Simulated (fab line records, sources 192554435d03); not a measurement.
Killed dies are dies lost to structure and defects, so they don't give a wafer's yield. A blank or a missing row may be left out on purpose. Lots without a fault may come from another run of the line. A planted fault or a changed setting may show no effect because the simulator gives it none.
fab line records | flow n5_finfet | part 1 of 2: steps 1 to 23 of 31
record lots=5 wafers=15 last_day=17
route steps=1938 shown BEOL_M1@760
lots that met no fault: from a run of the same line without faults
start_h: hours from the record's first day to the start of the lot's first wafer shown | wait_h: hours since the lot's step before | " the same as in the row above | L1.1+2: a row that stands for several wafers | - no value, or no start given | * or withheld: withheld | < > ~ a bound
route shown NAME@n: a module of which the file shows steps, and the number in the route of the first | usual: mean/standard deviation of fault-free wafers | same: alike in all rows | chamber/n: place in a boat | sites: the reading at each site | _std_site: their standard deviation | _edge_site: outer sites' mean less inner sites' | radius_mm: how far each site lies from the wafer's centre | mask NAME#n: copy n | behind: the tool/chamber that last shaped the wafer | hold: why the lot was held/for how many hours/how that ended | device: the transistor (n, p or np) that didn't switch | end of line: the same wafers' tests at the end of the route | a step without rows: its recipe alone | killed: dies lost to structure and defects at the first sort, not the wafer's yield | map: a wafer's dies, x killed, . not, _ none there
set.NAME: the setting as run; set.NAME@STEP: as run at that earlier step | model.NAME: the simulator's own value behind a step, which no gauge read
lots at some steps of the route; a table a step, a row a wafer
services: from which hour (start_h, from the record's first day; less than 0 if before it) a tool's chamber was out of use, for how many hours, and why
## steps
# step N5_BEOL_M1_SOFTBAKE_06
# recipe temp_c=110 time_s=60 resist=CAR-EUV
# columns lot.wafer tool chamber start_h wait_h
L077.1+3+5 litho_track-03 0 - -
L080.2+4+6 litho_track-02 0 - -
L088.2+3+6 litho_track-02 0 - -
L093.1+2+4 litho_track-04 0 - -
L094.1+4+5 litho_track-02 0 - -
# step N5_BEOL_M1_EXPOSE_08
# recipe mask_id=M1 na=0.33 source_shape=dipole sigma_inner=0.369 sigma_outer=0.767 polarization=unpolarized dose_mj=33
# columns lot.wafer tool chamber start_h wait_h mask
L077.1+3+5 euv_scanner-01 0 154.01 - M1#0
L080.2+4+6 euv_scanner-01 0 159.29 - M1#0
L088.2+3+6 euv_scanner-01 0 210.46 - M1#0
L093.1+2+4 euv_scanner-02 0 235.16 - M1#0
L094.1+4+5 euv_scanner-02 0 249.55 - M1#0
# step N5_BEOL_M1_PEB_09
# recipe peb_temp_c=100 peb_time_s=60 resist=CAR-EUV
# columns lot.wafer tool chamber start_h wait_h
L077.1+3+5 litho_track-03 0 154.07 0.1
L080.2+4+6 litho_track-03 0 159.34 0.0
L088.2+3+6 litho_track-02 0 210.52 0.0
L093.1+2+4 litho_track-02 0 235.22 0.1
L094.1+4+5 litho_track-04 0 249.61 0.1
# step N5_BEOL_M1_DEVELOP_10
# recipe develop_time_s=30 developer=TMAH resist=CAR-EUV rinse_liquid=surfactant_rinse dry=air_spin dev_temp_c=23
# columns lot.wafer tool chamber start_h wait_h
L077.1+3+5 litho_track-03 0 - -
L080.2+4+6 litho_track-03 0 - -
L088.2+3+6 litho_track-02 0 - -
L093.1+2+4 litho_track-02 0 - -
L094.1+4+5 litho_track-04 0 - -
# step N5_BEOL_M1_CD_MEAS_11
# recipe target_cd_nm=17.05 landing_energy_ev=500 detector=se_inlens polarity=opening
# usual cd_nm=17.0/0.32
# columns lot.wafer tool chamber start_h wait_h cd_nm
L077.1 cd_sem-02 0 154.14 - 17.2
L077.3 " 0 " " 16.8
L077.5 " 0 " " 17.1
L080.2 cd_sem-03 0 159.41 - 17.6
L080.4 " 0 " " 17.0
L080.6 " 0 " " 17.5
L088.2 cd_sem-03 0 210.58 - 16.8
L088.3 " 0 " " 17.1
L088.6 " 0 " " 17.1
L093.1 cd_sem-03 0 235.29 - 17.3
L093.2 " 0 " " 16.9
L093.4 " 0 " " 17.0
L094.1 cd_sem-01 0 249.68 - 17.1
L094.4 " 0 " " 17.4
L094.5 " 0 " " 17.1
# step N5_BEOL_M1_OVL_MEAS_12
# recipe points_per_wafer=522
# usual M1_OVL=-0.1/0.66
# columns lot.wafer tool chamber start_h wait_h M1_OVL[nm]
L077.1 overlay-01 0 154.17 0.0 -0.2
L077.3 " 0 " " -0.1
L077.5 " 0 " " -0.9
L080.2 overlay-02 0 159.44 0.0 -0.1
L080.4 " 0 " " 0.4
L080.6 " 0 " " -0.4
L088.2 overlay-01 0 210.62 0.0 0.1
L088.3 " 0 " " 0.4
L088.6 " 0 " " 0.3
L093.1 overlay-01 0 235.32 0.0 0.7
L093.2 " 0 " " 0.0
L093.4 " 0 " " -0.5
L094.1 overlay-01 0 249.71 0.0 -1.1
L094.4 " 0 " " -0.3
L094.5 " 0 " " -0.2
# step N5_BEOL_M1_INSPECT_13
# recipe mode=adi inspect_instrument=brightfield
# usual raw_defect_count=435/110
# columns lot.wafer tool chamber start_h wait_h raw_defect_count
L077.1 defect_inspect-01 - 154.23 0.1 526
L077.3 " - " " 437
L077.5 " - " " 496
L080.2 defect_inspect-01 - 159.50 0.0 511
L080.4 " - " " 534
L080.6 " - " " 600
L088.2 defect_inspect-02 - 210.67 0.0 308
L088.3 " - " " 541
L088.6 " - " " 323
L093.1 defect_inspect-01 - 235.37 0.1 790
L093.2 " - " " 490
L093.4 " - " " 473
L094.1 defect_inspect-01 - 249.77 0.1 248
L094.4 " - " " 316
L094.5 " - " " 313
# step N5_BEOL_M1_DESCUM_16
# recipe chemistry=O2 time_s=7 source_power_w=50 bias_power_w=20 pressure_mtorr=20 rf_frequency_hz=2.712e+07 temp_c=40 resist=CAR-EUV o2_flow_sccm=225
# usual drypump_motor_current_A=5.7/0.46 o2_flow_sccm=225.0/0.64 oes_product_au=0.85/0.081 rf_vpp_V=243.1/1.3 showerhead_plenum_p_Torr=2.09/0.061 throttle_valve_pct=20.28/0.2
# columns lot.wafer tool chamber start_h wait_h drypump_motor_current_A o2_flow_sccm oes_product_au rf_hours_counter_h rf_vpp_V showerhead_plenum_p_Torr throttle_valve_pct
L077.1 rie_diel-05 3 154.26 0.0 5.8 225.6 0.72 195 244.3 2.18 20.84
L077.3 " 1 " " 5.9 223.3 0.67 240 243.2 2.15 20.31
L077.5 " 3 " " 5.8 225.6 0.72 - 244.1 2.18 20.83
L080.2 rie_diel-01 0 159.60 0.1 5.5 225.7 0.93 18 242.4 2.04 20.08
L080.4 " 3 " " 6.0 225.5 0.86 42 245.4 2.13 20.31
L080.6 " 1 " " 5.4 225.6 0.90 - 241.3 2.06 20.02
L088.2 rie_diel-01 1 210.87 0.2 5.4 225.0 0.85 44 242.3 2.05 20.04
L088.3 " 0 " " 5.5 225.0 0.88 36 241.5 2.03 20.13
L088.6 " 0 " " 5.5 223.8 0.89 - 241.8 2.03 20.11
L093.1 rie_diel-01 2 235.55 0.2 5.3 225.4 0.89 37 240.9 2.06 20.30
L093.2 " 1 " " 5.4 225.7 0.86 50 242.1 2.05 20.05
L093.4 " 3 " " 6.1 224.3 0.84 68 244.7 2.12 20.34
L094.1 rie_diel-05 3 249.80 0.0 5.8 225.8 0.71 217 245.3 2.18 20.89
L094.4 " 0 " " 5.1 224.1 0.70 203 241.2 2.01 20.47
L094.5 " 2 " " 5.0 225.6 0.83 - 242.5 2.02 20.40
# step N5_BEOL_M1_ETCH_74
# recipe chemistry=N2/H2 target=underlayer target_depth_a=65 mask_material=CAR-EUV time_s=5.2 ion_energy_ev=200 pressure_mtorr=30 source_w=840 bias_w=150 n2_flow_sccm=200 h2_flow_sccm=200 ends=cleared
# usual drypump_motor_current_A=5.7/0.46 etch_rf_on_time_s=5.21/0.21 oes_product_au=0.72/0.07 rf_vpp_V=524.0/2.2 showerhead_plenum_p_Torr=2.54/0.078 throttle_valve_pct=17.65/0.27
# columns lot.wafer tool chamber start_h wait_h drypump_motor_current_A etch_rf_on_time_s oes_product_au rf_hours_counter_h rf_vpp_V showerhead_plenum_p_Torr throttle_valve_pct
L077.1 rie_diel-05 3 154.30 0.0 5.8 5.46 0.61 195 525.4 2.64 18.16
L077.3 " 1 " " 5.9 5.57 0.56 240 526.3 2.60 17.66
L077.5 " 3 " " 5.8 5.47 0.61 - 525.6 2.64 18.18
L080.2 rie_diel-01 0 159.64 0.0 5.5 4.82 0.80 18 524.2 2.47 17.54
L080.4 " 3 " " 6.0 5.23 0.74 42 528.4 2.58 17.69
L080.6 " 1 " " 5.4 5.45 0.72 - 522.3 2.49 17.26
L088.2 rie_diel-01 1 210.90 0.0 5.4 5.44 0.70 44 523.6 2.48 17.27
L088.3 " 0 " " 5.5 4.76 0.78 36 522.4 2.47 17.58
L088.6 " 0 " " 5.5 4.83 0.77 - 521.2 2.47 17.59
L093.1 rie_diel-01 2 235.58 0.0 5.3 5.18 0.75 37 521.7 2.44 17.33
L093.2 " 1 " " 5.4 5.56 0.69 50 521.6 2.48 17.32
L093.4 " 3 " " 6.1 5.23 0.71 68 523.8 2.57 17.75
L094.1 rie_diel-05 3 249.84 0.0 5.8 5.40 0.58 217 527.5 2.63 18.22
L094.4 " 0 " " 5.1 5.37 0.59 203 521.7 2.44 17.93
L094.5 " 2 " " 5.0 5.22 0.70 - 520.8 2.45 17.78
# step N5_BEOL_M1_ETCH_63
# recipe chemistry=CF4 target=SiARC target_depth_a=156 mask_material=CAR-EUV time_s=26 ion_energy_ev=80 pressure_mtorr=40 source_w=545 bias_w=36 Ar_flow_sccm=100 cf4_flow_sccm=100 ends=cleared
# usual drypump_motor_current_A=5.7/0.46 etch_rf_on_time_s=26.2/0.85 mfc_ar_sccm=100.01/0.27 oes_product_au=0.72/0.069 rf_vpp_V=184.1/1.1 showerhead_plenum_p_Torr=2.14/0.062 throttle_valve_pct=15.43/0.22
# columns lot.wafer tool chamber start_h wait_h drypump_motor_current_A etch_rf_on_time_s mfc_ar_sccm oes_product_au rf_hours_counter_h rf_vpp_V showerhead_plenum_p_Torr throttle_valve_pct
L077.1 rie_diel-05 3 154.32 0.0 5.8 27.7 100.39 0.60 195 185.3 2.22 15.99
L077.3 " 1 " " 5.9 28.0 99.88 0.56 240 185.1 2.19 15.53
L077.5 " 3 " " 5.8 27.8 99.93 0.59 - 185.3 2.22 15.98
L080.2 rie_diel-01 0 159.65 0.0 5.5 24.5 100.06 0.80 18 185.0 2.09 15.24
L080.4 " 3 " " 6.0 26.3 99.71 0.74 42 185.5 2.20 15.54
L080.6 " 1 " " 5.4 27.4 99.91 0.73 - 183.5 2.11 15.22
L088.2 rie_diel-01 1 210.92 0.0 5.4 27.6 100.05 0.70 44 183.0 2.11 15.25
L088.3 " 0 " " 5.5 24.7 100.20 0.76 36 183.6 2.09 15.29
L088.6 " 0 " " 5.5 24.6 100.19 0.77 - 182.3 2.09 15.28
L093.1 rie_diel-01 2 235.60 0.0 5.3 26.4 99.92 0.74 37 183.1 2.08 15.24
L093.2 " 1 " " 5.4 27.5 100.17 0.70 50 183.0 2.10 15.28
L093.4 " 3 " " 6.1 26.1 100.11 0.71 68 183.8 2.19 15.59
L094.1 rie_diel-05 3 249.85 0.0 5.8 27.2 99.75 0.58 217 184.5 2.21 16.03
L094.4 " 0 " " 5.1 26.7 100.21 0.60 203 182.1 2.04 15.56
L094.5 " 2 " " 5.1 26.1 100.27 0.71 - 183.0 2.06 15.54
# step N5_BEOL_M1_ETCH_64
# recipe chemistry=N2/H2 target=SOC target_depth_a=750 overetch_a=150 mask_material=SiARC temp_c=40 time_s=112.5 ion_energy_ev=200 pressure_mtorr=30 source_w=840 bias_w=150 n2_flow_sccm=200 h2_flow_sccm=200
# usual drypump_motor_current_A=5.7/0.46 oes_product_au=0.67/0.058 rf_vpp_V=523.8/2.1 showerhead_plenum_p_Torr=2.54/0.078 throttle_valve_pct=17.61/0.27
# columns lot.wafer tool chamber start_h wait_h drypump_motor_current_A oes_product_au rf_hours_counter_h rf_vpp_V showerhead_plenum_p_Torr throttle_valve_pct
L077.1 rie_diel-05 3 154.34 0.0 5.8 0.57 195 527.2 2.64 18.14
L077.3 " 1 " " 6.0 0.54 240 525.0 2.60 17.60
L077.5 " 3 " " 5.8 0.57 - 526.0 2.64 18.15
L080.2 rie_diel-01 0 159.68 0.0 5.5 0.71 18 522.2 2.47 17.52
L080.4 " 3 " " 6.0 0.69 42 524.1 2.58 17.66
L080.6 " 1 " " 5.4 0.69 - 523.0 2.49 17.23
L088.2 rie_diel-01 1 210.95 0.0 5.4 0.67 44 522.1 2.48 17.26
L088.3 " 0 " " 5.5 0.69 36 522.1 2.47 17.53
L088.6 " 0 " " 5.5 0.69 - 521.2 2.47 17.53
L093.1 rie_diel-01 2 235.63 0.0 5.2 0.70 37 521.1 2.44 17.29
L093.2 " 1 " " 5.4 0.66 50 522.2 2.48 17.26
L093.4 " 3 " " 6.0 0.66 68 524.2 2.57 17.69
L094.1 rie_diel-05 3 249.88 0.0 5.8 0.56 217 524.1 2.63 18.18
L094.4 " 0 " " 5.1 0.56 203 521.8 2.43 17.90
L094.5 " 2 " " 5.0 0.66 - 522.4 2.45 17.75
# step N5_BEOL_M1_STRIP_65
# recipe chemistry=N2/H2 temp_c=40 n2_flow_sccm=200 h2_flow_sccm=200 rf_frequency_hz=6e+07
# columns lot.wafer tool chamber start_h wait_h
L077.1+3+5 rie_diel-05 3,1,3 154.45 0.1
L080.2+4+6 rie_diel-01 0,3,1 159.79 0.1
L088.2+3+6 rie_diel-01 1,0,0 211.05 0.1
L093.1+2+4 rie_diel-01 2,1,3 235.73 0.1
L094.1+4+5 rie_diel-05 3,0,2 249.99 0.1
# step N5_BEOL_M1_STRIP_75
# recipe chemistry=N2/H2 temp_c=40 n2_flow_sccm=200 h2_flow_sccm=200 rf_frequency_hz=6e+07
# columns lot.wafer tool chamber start_h wait_h
L077.1+3+5 rie_diel-05 3,1,3 154.46 0.0
L080.2+4+6 rie_diel-01 0,3,1 159.80 0.0
L088.2+3+6 rie_diel-01 1,0,0 211.06 0.0
L093.1+2+4 rie_diel-01 2,1,3 235.74 0.0
L094.1+4+5 rie_diel-05 3,0,2 250.00 0.0
# step N5_BEOL_M1_STRIP_66
# recipe chemistry=CF4 resist=SiARC power_w=300 bias_power_w=75 pressure_mtorr=50 cf4_flow_sccm=150 rf_frequency_hz=6e+07
# usual drypump_motor_current_A=5.7/0.46 oes_product_au=0.84/0.074 rf_vpp_V=271.2/1.2 showerhead_plenum_p_Torr=1.78/0.048 throttle_valve_pct=13.36/0.25
# columns lot.wafer tool chamber start_h wait_h drypump_motor_current_A oes_product_au rf_hours_counter_h rf_vpp_V showerhead_plenum_p_Torr throttle_valve_pct
L077.1 rie_diel-05 3 154.47 0.0 5.8 0.72 195 272.5 1.86 13.94
L077.3 " 1 " " 5.9 0.67 240 272.5 1.83 13.57
L077.5 " 3 " " 5.8 0.71 - 272.2 1.86 13.93
L080.2 rie_diel-01 0 159.81 0.0 5.5 0.90 18 270.5 1.73 13.12
L080.4 " 3 " " 6.0 0.86 42 270.6 1.83 13.41
L080.6 " 1 " " 5.4 0.88 - 270.7 1.76 13.15
L088.2 rie_diel-01 1 211.07 0.0 5.5 0.84 44 270.2 1.76 13.19
L088.3 " 0 " " 5.5 0.85 36 269.6 1.73 13.18
L088.6 " 0 " " 5.5 0.86 - 269.9 1.73 13.18
L093.1 rie_diel-01 2 235.75 0.0 5.3 0.87 37 271.2 1.73 13.15
L093.2 " 1 " " 5.4 0.83 50 271.3 1.75 13.22
L093.4 " 3 " " 6.0 0.83 68 272.6 1.82 13.47
L094.1 rie_diel-05 3 250.01 0.0 5.8 0.70 217 271.8 1.85 14.00
L094.4 " 0 " " 5.1 0.71 203 269.7 1.71 13.59
L094.5 " 2 " " 5.0 0.82 - 269.0 1.74 13.53
# step N5_BEOL_M1_HM_OPEN_17
# recipe chemistry=Cl2/BCl3 target_depth_a=200 overetch_a=60 target=TiN mask_material=SOC ion_energy_ev=150 pressure_mtorr=10 icp_w=1000 bias_w=126 Cl2_flow_sccm=53.25 bcl3_flow_sccm=21.75 Ar_flow_sccm=25
# usual drypump_motor_current_A=5.7/0.41 mfc_ar_sccm=25.00/0.072 oes_ar_750_au=0.74/0.13 oes_product_au=0.62/0.12 throttle_valve_pct=22.21/0.23
# columns lot.wafer tool chamber start_h wait_h drypump_motor_current_A mfc_ar_sccm oes_ar_750_au oes_product_au rf_hours_counter_h throttle_valve_pct
L077.1 rie_metal-02 1 154.51 0.0 5.7 24.96 0.68 0.54 119 22.40
L077.3 " 0 " " 5.8 25.10 0.59 0.51 - 22.49
L077.5 " 1 " " 5.8 25.08 0.68 0.53 - 22.40
L080.2 rie_metal-03 1 159.85 0.0 5.3 25.11 0.62 0.54 120 22.35
L080.4 " 0 " " 5.9 25.04 0.78 0.68 - 22.28
L080.6 " 0 " " 5.9 24.98 0.77 0.68 - 22.27
L088.2 rie_metal-02 0 211.11 0.0 5.8 24.83 0.95 0.81 3 22.14
L088.3 " 0 " " 5.8 24.84 0.96 0.79 - 22.15
L088.6 " 1 " " 5.8 24.95 0.67 0.53 - 22.40
L093.1 rie_metal-02 0 235.79 0.0 5.8 24.95 0.94 0.79 4 22.17
L093.2 " 1 " " 5.8 25.01 0.67 0.52 127 22.41
L093.4 " 1 " " 5.8 25.06 0.67 0.53 - 22.41
L094.1 rie_metal-03 0 250.05 0.0 5.9 25.11 0.75 0.65 37 22.32
L094.4 " 0 " " 5.9 25.05 0.75 0.66 - 22.28
L094.5 " 0 " " 5.9 25.04 0.75 0.66 - 22.29
# step N5_BEOL_M1_STRIP_19
# recipe chemistry=O2 power_w=400 temp_c=40 pressure_mtorr=30 rf_frequency_hz=6e+07 bias_power_w=0 overash_fraction=0.2 o2_flow_sccm=225
# usual drypump_motor_current_A=5.6/0.45 o2_flow_sccm=225.1/0.68 oes_product_au=0.83/0.082 rf_vpp_V=3.6/0.47 showerhead_plenum_p_Torr=2.09/0.061 throttle_valve_pct=16.55/0.21
# columns lot.wafer tool chamber start_h wait_h drypump_motor_current_A o2_flow_sccm oes_product_au rf_hours_counter_h rf_vpp_V showerhead_plenum_p_Torr throttle_valve_pct
L077.1 rie_diel-05 0 154.64 0.1 5.1 225.0 0.72 180 3.4 2.02 16.70
L077.3 " 1 " " 5.9 226.4 0.67 240 3.1 2.15 16.62
L077.5 " 2 " " 5.0 224.4 0.87 - 3.4 2.03 16.56
L080.2 rie_diel-05 2 160.01 0.1 5.0 225.0 0.86 63 3.9 2.03 16.56
L080.4 " 1 " " 5.9 225.7 0.67 - 3.3 2.15 16.61
L080.6 " 0 " " 5.1 226.3 0.71 - 2.7 2.02 16.69
L088.2 rie_diel-05 3 211.22 0.1 5.8 224.9 0.72 205 3.9 2.18 17.09
L088.3 " 2 " " 5.0 223.8 0.86 74 3.5 2.03 16.60
L088.6 " 0 " " 5.1 225.6 0.71 - 3.5 2.02 16.72
L093.1 rie_diel-03 2 235.93 0.1 5.8 224.4 0.77 127 3.8 2.10 16.59
L093.2 " 1 " " 6.6 225.5 0.75 174 2.6 2.06 16.64
L093.4 " 3 " " 6.5 224.4 0.87 48 4.0 2.22 16.48
L094.1 rie_diel-01 2 250.28 0.2 5.2 225.7 0.88 42 3.4 2.06 16.47
L094.4 " 0 " " 5.5 225.5 0.88 47 3.1 2.03 16.37
L094.5 " 0 " " 5.5 224.9 0.89 - 4.5 2.03 16.41
# step N5_BEOL_M1_CD_MEAS_18
# recipe pitch_nm=36 target_cd_nm=18
# usual cd_nm=17.9/0.4
# columns lot.wafer tool chamber start_h wait_h cd_nm
L077.1 cd_sem-02 - 154.71 0.0 17.7
L077.3 " - " " 18.1
L077.5 " - " " 17.6
L080.2 cd_sem-01 - 160.08 0.1 18.4
L080.4 " - " " 18.5
L080.6 " - " " 18.1
L088.2 cd_sem-01 - 211.29 0.1 18.1
L088.3 " - " " 18.7
L088.6 " - " " 18.2
L093.1 cd_sem-02 - 236.00 0.0 18.7
L093.2 " - " " 17.8
L093.4 " - " " 17.5
L094.1 cd_sem-03 - 250.35 0.0 17.8
L094.4 " - " " 18.2
L094.5 " - " " 17.7
# step N5_BEOL_M1_COAT_67
# recipe resist=SOC temp_c=250 time_s=60 spin_rpm=1500 resist_thk_nm=60
# columns lot.wafer tool chamber start_h wait_h
L077.1+3+5 litho_track-03 0 154.74 0.0
L080.2+4+6 litho_track-04 0 160.12 0.0
L088.2+3+6 litho_track-03 0 211.33 0.0
L093.1+2+4 litho_track-03 0 236.03 0.0
L094.1+4+5 litho_track-04 0 250.39 0.0
# step N5_BEOL_M1_COAT_68
# recipe resist=SiARC temp_c=220 time_s=60 spin_rpm=1500 resist_thk_nm=12
# columns lot.wafer tool chamber start_h wait_h
L077.1+3+5 litho_track-03 0 - -
L080.2+4+6 litho_track-04 0 - -
L088.2+3+6 litho_track-03 0 - -
L093.1+2+4 litho_track-03 0 - -
L094.1+4+5 litho_track-04 0 - -
# step N5_BEOL_M1_COAT_76
# recipe resist=underlayer temp_c=205 time_s=60 spin_rpm=1500 resist_thk_nm=5
# columns lot.wafer tool chamber start_h wait_h
L077.1+3+5 litho_track-03 0 - -
L080.2+4+6 litho_track-04 0 - -
L088.2+3+6 litho_track-03 0 - -
L093.1+2+4 litho_track-03 0 - -
L094.1+4+5 litho_track-04 0 - -
# step N5_BEOL_M1_COAT_22
# recipe resist=CAR-EUV spin_rpm=1500 resist_thk_nm=30
# columns lot.wafer tool chamber start_h wait_h
L077.1+3+5 litho_track-03 0 - -
L080.2+4+6 litho_track-04 0 - -
L088.2+3+6 litho_track-03 0 - -
L093.1+2+4 litho_track-03 0 - -
L094.1+4+5 litho_track-04 0 - -
# step N5_BEOL_M1_EBR_24
# recipe solvent=PGMEA ebr_width_mm=1.5
# columns lot.wafer tool chamber start_h wait_h
L077.1+3+5 litho_track-03 0 - -
L080.2+4+6 litho_track-04 0 - -
L088.2+3+6 litho_track-03 0 - -
L093.1+2+4 litho_track-03 0 - -
L094.1+4+5 litho_track-04 0 - -
# step N5_BEOL_M1_SOFTBAKE_23
# recipe temp_c=110 time_s=60 resist=CAR-EUV
# columns lot.wafer tool chamber start_h wait_h
L077.1+3+5 litho_track-03 0 - -
L080.2+4+6 litho_track-04 0 - -
L088.2+3+6 litho_track-03 0 - -
L093.1+2+4 litho_track-03 0 - -
L094.1+4+5 litho_track-04 0 - -
